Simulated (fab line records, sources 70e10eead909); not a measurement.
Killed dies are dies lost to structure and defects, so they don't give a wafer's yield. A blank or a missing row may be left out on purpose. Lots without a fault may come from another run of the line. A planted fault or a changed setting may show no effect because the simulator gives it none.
A struck lot beside a sound one | flow nand_harc | 22 steps out of a route of 1159
Sound: wafers L153.3, L153.5, L153.6. Struck: wafers L160.1, L160.2, L160.3. The cause comes at the end.
At each step with rows: each side's tool, then ch and its chambers, then its first start. Under that, the readings that differ: sound wafers | struck wafers | difference of the means | sigmas: that difference in standard deviations of wafers without a fault.
alike: readings whose means differ by less than 2 such deviations, and words and numbers that are the same on both sides. not compared: withheld readings, readings that some wafer has no value for, bounds like >300 that may hide the same value, and numbers for which the record gives no deviation and whose values overlap.
The two part at a step that has a row with sigmas, a row that says differs or no value, or rows on one side only. Numbers that don't overlap but have no deviation are shown without sigmas and don't part them. A reading that every wafer of one side lacks parts them only if that side has two wafers or more.

first, 10 steps without rows for these wafers: NHARC_P_M0_PRE_CLEAN_31 (time 12 s); NHARC_P_M0_DEP_32 (deposits SiCN, target thk 30 nm); NHARC_P_M1_DEP_00 (deposits SiOC, target thk 182.5 nm); NHARC_P_M1_DEHYDRATE_01 (time 120 s); NHARC_P_M1_HMDS_02 (time 30 s); NHARC_P_M1_COAT_34 (time 65 s); NHARC_P_M1_COAT_03 (resist thk 90 nm); NHARC_P_M1_SOFTBAKE_04 (time 55 s); NHARC_P_M1_EBR_05; NHARC_P_M1_EXPOSE_06 (exposes mask P M1, target cd 130 nm).
NHARC_P_M1_PEB_07: peb time 65 s.
  sound on litho_track-01 ch 0, day 6 15:07; struck on litho_track-01 ch 0, day 8 06:03
then, 1 step without rows for these wafers: NHARC_P_M1_DEVELOP_08 (develop time 35 s).
NHARC_P_M1_CD_MEAS_09: target cd 130 nm.
  sound on cd_sem-02 ch 0, day 6 15:12; struck on cd_sem-02 ch 0
  reading    | sound             | struck            | difference | sigmas
  cd_nm (nm) | 129.2 129.2 128.8 | 136.8 136.1 136.6 | +7.4       | +10
  not compared: hold
NHARC_P_M1_OVL_MEAS_10: pitch 260 nm.
  sound on overlay-01, day 6 15:17; struck on overlay-01, day 8 13:13
  reading           | sound       | struck                                                                     | difference                   | sigmas
  hold              | - - -       | await_dispo/6.8h/release await_dispo/6.8h/release await_dispo/6.8h/release | no value on the sound wafers |
  overlay_y_nm (nm) | 0.9 0.7 0.5 | -1.0 -1.0 -0.8                                                             | -1.6                         | -2
  alike: overlay_x_nm
NHARC_P_M1_DESCUM_14: chemistry O2, time 3 s.
  sound on rie_diel-08 ch 1,2,3, day 6 15:25; struck on rie_diel-04 ch 0,1,2, day 8 13:19
  reading               | sound             | struck            | difference | sigmas
  model.P_M1.cd_nm (nm) | 129.3 129.4 129.1 | 137.1 136.6 136.2 | +7.4       |
  alike: drypump_motor_current_A, oes_product_au, rf_vpp_V, showerhead_plenum_p_Torr, throttle_valve_pct
  not compared: rf_hours_counter_h
then, 2 steps without rows for these wafers: NHARC_P_M1_ETCH_35 (etches the open film in N2/H2, target depth 40 nm, overetch 12 nm, time 43.94 s); NHARC_P_M1_ETCH_15 (etches the open film in C4F8/Ar, target depth 182.5 nm, time 91.2 s).
NHARC_P_M1_CD_MEAS_16:
  sound on cd_sem-02, day 6 15:41; struck on cd_sem-03, day 8 13:49
  reading    | sound             | struck            | difference | sigmas
  cd_nm (nm) | 129.4 129.7 129.7 | 136.3 136.4 135.8 | +6.6       | +9
  not compared: hold
NHARC_P_M1_STRIP_18: strips in N2/H2.
  sound on rie_diel-04 ch 0,1, day 6 15:47; struck on rie_diel-04 ch 0,1,2, day 8 16:07
  reading | sound | struck                                                                     | difference                   | sigmas
  hold    | - - - | await_dispo/2.2h/release await_dispo/2.2h/release await_dispo/2.2h/release | no value on the sound wafers |
  alike: drypump_motor_current_A, oes_product_au, rf_vpp_V, showerhead_plenum_p_Torr, throttle_valve_pct
  not compared: rf_hours_counter_h
NHARC_P_M1_ETCH_28: etches the open film in CF4/N2, target depth 30 nm, time 72.99 s.
  sound on rie_diel-04 ch 1,2; struck on rie_diel-04 ch 1,2,3
  reading               | sound             | struck            | difference | sigmas
  model.P_M1.cd_nm (nm) | 129.2 129.3 129.6 | 136.9 136.4 136.5 | +7.2       |
  alike: cf4_flow_sccm, drypump_motor_current_A, oes_product_au, rf_vpp_V, showerhead_plenum_p_Torr, throttle_valve_pct
  not compared: rf_hours_counter_h
then, 1 step without rows for these wafers: NHARC_P_M1_STRIP_19 (strips in post etch residue remover, time 600 s).
-- the record jumps here: 13 days lie between the struck wafers' starts before and after (it left off in module P_M1 and takes up again in module END, whose first step shown is number 1159 of the route) --
NHARC_END_SORT_01:
  the record has rows for the struck wafers here (prober-02 ch 0, day 21 22:01) and none for the sound ones

WHERE THEY PART
First at NHARC_P_M1_CD_MEAS_09; last, within this record, at NHARC_END_SORT_01.

WHY: what the simulator had put in
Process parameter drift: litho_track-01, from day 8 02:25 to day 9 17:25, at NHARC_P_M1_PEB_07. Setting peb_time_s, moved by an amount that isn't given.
